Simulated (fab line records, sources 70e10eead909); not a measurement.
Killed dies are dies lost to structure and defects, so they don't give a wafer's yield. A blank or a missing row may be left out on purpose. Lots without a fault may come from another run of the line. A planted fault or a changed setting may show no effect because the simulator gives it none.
Chamber matching | flow nand_harc | NHARC_A_SLIT_ETCH_24 on rie_diel-13: 4 sister chambers
The step etches the open film in CF4/CHF3, target depth 121 nm, time 60.5 s. 8 wafers are shown with their chamber, then 10 later ones without.

WAFERS WITH THEIR CHAMBER
wafer  | chamber | drypump_motor_current_A (A) | showerhead_plenum_p_Torr (Torr)
L075.5 | 0       | 5.8                         | 1.63
L083.3 | 1       | 5.9                         | 1.57
L083.5 | 3       | 5.8                         | 1.61
L085.1 | 0       | 5.7                         | 1.63
L085.2 | 3       | 5.8                         | 1.60
L085.4 | 2       | 4.9                         | 1.52
L088.2 | 2       | 4.9                         | 1.51
L088.4 | 1       | 5.9                         | 1.57

WAFERS WITHOUT THEIR CHAMBER
wafer  | drypump_motor_current_A (A) | showerhead_plenum_p_Torr (Torr)
L088.5 | 5.9                         | 1.57
L089.1 | 4.9                         | 1.51
L089.3 | 5.9                         | 1.57
L089.4 | 5.7                         | 1.63
L091.2 | 5.7                         | 1.63
L091.3 | 5.9                         | 1.57
L091.4 | 5.8                         | 1.60
L093.1 | 4.8                         | 1.51
L093.3 | 5.7                         | 1.63
L093.6 | 5.7                         | 1.63

WHICH CHAMBER EACH WENT THROUGH
wafer  | from the rows above | in truth
L088.5 | 1                   | 1
L089.1 | 2                   | 2
L089.3 | 1                   | 1
L089.4 | 0                   | 0
L091.2 | 0                   | 0
L091.3 | 1                   | 1
L091.4 | 3                   | 3
L093.1 | 2                   | 2
L093.3 | 0                   | 0
L093.6 | 0                   | 0
Placed correctly: 10 of 10. Can't be placed from these rows: 0. Placed wrongly: 0.
How it was worked out, from the rows above alone: a wafer's distance from a chamber is the root of the sum, over the readings, of the square of ((its reading less the chamber's mean) divided by the reading's scatter). The wafer belongs to the nearest chamber; if the next one is less than 2 further off, it can't be placed. A chamber's mean is the mean of its shown wafers. The scatter: the root of (the sum of the squares of (reading less its chamber's mean) over the shown wafers, divided by (wafers less chambers)).
